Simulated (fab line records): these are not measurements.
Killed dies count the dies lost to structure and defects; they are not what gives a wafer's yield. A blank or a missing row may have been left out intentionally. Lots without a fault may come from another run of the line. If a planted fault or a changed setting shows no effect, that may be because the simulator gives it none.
Split-lot study ; flow n5Finfet ; on a route of 1938 steps: 7 lots, 21 wafers read

SPLIT DETAILS
At N5_BEOL_M3_TRENCH_ETCH_37 (etches SiOC in C4F6/O2, target depth 55.555 nm, time 29.2 s), the setting biasW was moved away from the recipe's 185 W on 10 of the 21 wafers read, by -16.6% to +11.3%. The other wafers ran this setting at the recipe's value.

FROM THE SPLIT TO THE READING: what the file shows between them, 2 steps
- N5_BEOL_M3_ETCH_41: etches SiCN in CH3F/O2, target depth 29.9 nm, time 52.5 s
- N5_BEOL_M3_STRIP_97: strips in N2/H2, time 10 s

THE READING
trenchDepthNm, in nm, at N5_BEOL_M3_OCD_MEAS_38. Fault-free wafers of this fab line usually give 55.4 nm, standard deviation 0.76 nm.

wafer;tool, chamber at the split;biasW as run, W;against the recipe;trenchDepthNm, nm;against lot-mates on the recipe
L074.4;rieDiel-05, 2;205.9;+11.3%;58.1;+2.0
L074.5;rieDiel-05, 2;185;recipe;56.1;-
L074.6;rieDiel-05, 3;205.9;+11.3%;57.8;+1.7
L075.2;rieDiel-03, 3;158.3;-14.4%;51.7;-3.1
L075.3;rieDiel-03, 2;158.3;-14.4%;52.7;-2.1
L075.6;rieDiel-03, 1;185;recipe;54.8;-
L078.2;rieDiel-03, 0;185;recipe;55.5;-
L078.4;rieDiel-03, 2;200;+8.1%;56.0;+0.5
L078.6;rieDiel-03, 1;200;+8.1%;56.6;+1.1
L080.1;rieDiel-02, 3;185;recipe;56.3;-
L080.4;rieDiel-02, 0;185;recipe;56.3;-
L080.5;rieDiel-02, 3;154.2;-16.6%;51.8;-4.5
L084.3;rieDiel-03, 0;185;recipe;55.3;-
L084.4;rieDiel-03, 0;185;recipe;55.6;-
L084.5;rieDiel-03, 2;185;recipe;55.1;-
L088.1;rieDiel-03, 1;165;-10.8%;52.9;-2.4
L088.3;rieDiel-03, 3;165;-10.8%;52.9;-2.4
L088.4;rieDiel-03, 2;185;recipe;55.3;-
L096.1;rieDiel-02, 2;201.5;+8.9%;57.9;+2.4
L096.2;rieDiel-02, 3;185;recipe;55.9;-
L096.6;rieDiel-02, 3;185;recipe;55.1;-

FIT RESULTS
A straight line over all 21 wafers: trenchDepthNm changes by +0.216 nm for each +1% of biasW; r = +0.96; the points scatter about the line by 0.54 nm.
The same after taking each lot's own level away (the mean of its wafers on the recipe; 21 wafers): +0.198 nm for each +1%; r = +0.96; scatter 0.49 nm.
According to that fit, moving biasW by its largest amount changes the reading by 3.3 nm.
Across the lots, their own levels run from 54.80 to 56.30 nm, a range of 2.0 times the standard deviation given above.
So the lot-to-lot level changes the slope little: the two slopes agree.
Check: with one of the wafers moved furthest among these (-16.6%) left out of the fit, the line predicts -3.11 nm for it against its lot-mates. Against them it came out at -4.5 nm.
Tool readings at the split's step, against how far the setting was moved: rfVppV r = +0.99.

OTHER SPLITS ON THESE WAFERS
Other splits were also applied to these wafers ahead of the reading. Each is held against what the fit with the lots' levels taken away leaves over:
other split on the same wafers;wafers away from the commonest value;r with trenchDepthNm (lot level and that fit taken away)
N5_BEOL_M1_TRENCH_ETCH_37 biasW;6;+0.11
N5_BEOL_M2_COAT_22 spinRpm;5;-0.05
N5_BEOL_M2_DESCUM_33 timeS;7;-0.07
N5_BEOL_M3_ETCH_70 timeS;12;+0.11

THE WHOLE CHAIN: every reading that the file lists as answering this split, in the file's order
step;what it does;reading;change (the file's fit);r (the file's)
N5_BEOL_M3_TRENCH_ETCH_37;etches SiOC in C4F6/O2, target depth 55.555 nm, time 29.2 s;rfVppV;+5.42 V for each +1% of the setting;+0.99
N5_BEOL_M3_TRENCH_ETCH_37;etches SiOC in C4F6/O2, target depth 55.555 nm, time 29.2 s;etch.depthNm (the simulator's own value, which no gauge read);+0.211 nm for each +1% of the setting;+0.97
N5_BEOL_M3_TRENCH_ETCH_37;etches SiOC in C4F6/O2, target depth 55.555 nm, time 29.2 s;BEOL_M3.featureDepthNm (the simulator's own value, which no gauge read);+0.209 nm for each +1% of the setting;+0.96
N5_BEOL_M3_OCD_MEAS_38;;trenchDepthNm;+0.215 nm for each +1% of the setting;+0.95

THE FILE'S OWN FIT
trenchDepthNm changes by +0.215 nm for each +1% of biasW, r = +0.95.
